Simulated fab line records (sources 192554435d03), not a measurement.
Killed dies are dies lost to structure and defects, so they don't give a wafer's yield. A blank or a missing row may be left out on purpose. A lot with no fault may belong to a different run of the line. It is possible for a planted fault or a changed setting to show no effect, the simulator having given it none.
Problem report in the 8D (eight disciplines) form, filled by code | flow n5-finfet | the parts of the form that need people (team, actions taken, sign-off) are left out

1. THE PROBLEM
Mean of spin-speed-rpm at N5_HKMG_FIN_COAT_66: 1607.6 rpm across 6 wafers in 2 lots; on wafers with no fault it is 1500.1 rpm (standard deviation 1.1). Measured from the usual mean, that is +98 standard deviations.
The step: time 60 s, resist thk 300 nm.
The first sign was on wafer L349.2 at day 6 14:02, on litho-track-01. The record has a number at this step for 27 wafers belonging to 9 lots. Rule for "out" (also "out of limits"): further than 4 standard deviations from the usual mean. All remaining wafers that have a number are taken as sound.

2. WHAT IT IS AND WHAT IT IS NOT
question                    | is                     | is not
which readings at this step | spin-speed-rpm         | -
which lots                  | L349, L351             | L342, L343, L353, L358, L359, L361, L363
which wafers of those lots  | all that have a number | -
read on which tools         | litho-track-01         | litho-track-02, litho-track-05
when                        | from day 6 14:02       | up to then (6 sound wafers); but 15 sound wafers of L353, L358, L359, L361, L363 came after

3. SUSPECTS, AND WHAT RULES EACH OUT
Counting: any tool at a process step up to the reading is kept as a suspect provided that every lot that is out went through it and no sound lot did after the first of them.
- litho-track-01 at N5_HKMG_FIN_COAT_66 (time 60 s, resist thk 300 nm): ruled out as a lasting fault. Sound lots L363 ran on it after its first lot that is out, L349 (day 6 14:02).
Left after counting: nothing in the record.

4. THE CAUSE (what the simulator had put in)
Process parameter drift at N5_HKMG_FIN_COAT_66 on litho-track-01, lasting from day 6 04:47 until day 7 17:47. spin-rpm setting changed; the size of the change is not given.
Counting ruled it out, wrongly.

5. THE CHAIN OF EFFECTS, in route order
Each row: a reading where the mean over the struck wafers with a number is more than 3 standard deviations away from the usual. Readings are gone through only where the record gives a usual standard deviation; hours: the median, over the lots, of the time from a lot's start at the first step in this table giving one to that lot's start at this step; sigmas: the change measured in usual standard deviations.
hours | step                | reading        | usual      | on struck wafers | change | sigmas
0     | N5_HKMG_FIN_COAT_66 | spin-speed-rpm | 1500.1 rpm | 1607.6           | +107.5 | +98
Its process steps:
- N5_HKMG_FIN_COAT_66: time 60 s, resist thk 300 nm.
At these later measuring or inspecting steps, every struck wafer for which the step has a row has a number for every such reading, and none has moved that far: N5_BEOL_M4_RC_MEAS_101.

6. HOW IT WOULD HAVE BEEN CAUGHT EARLIER
9 hours passed between the start of the fault at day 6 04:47 and the first reading out of limits in this record, taken at day 6 14:02.
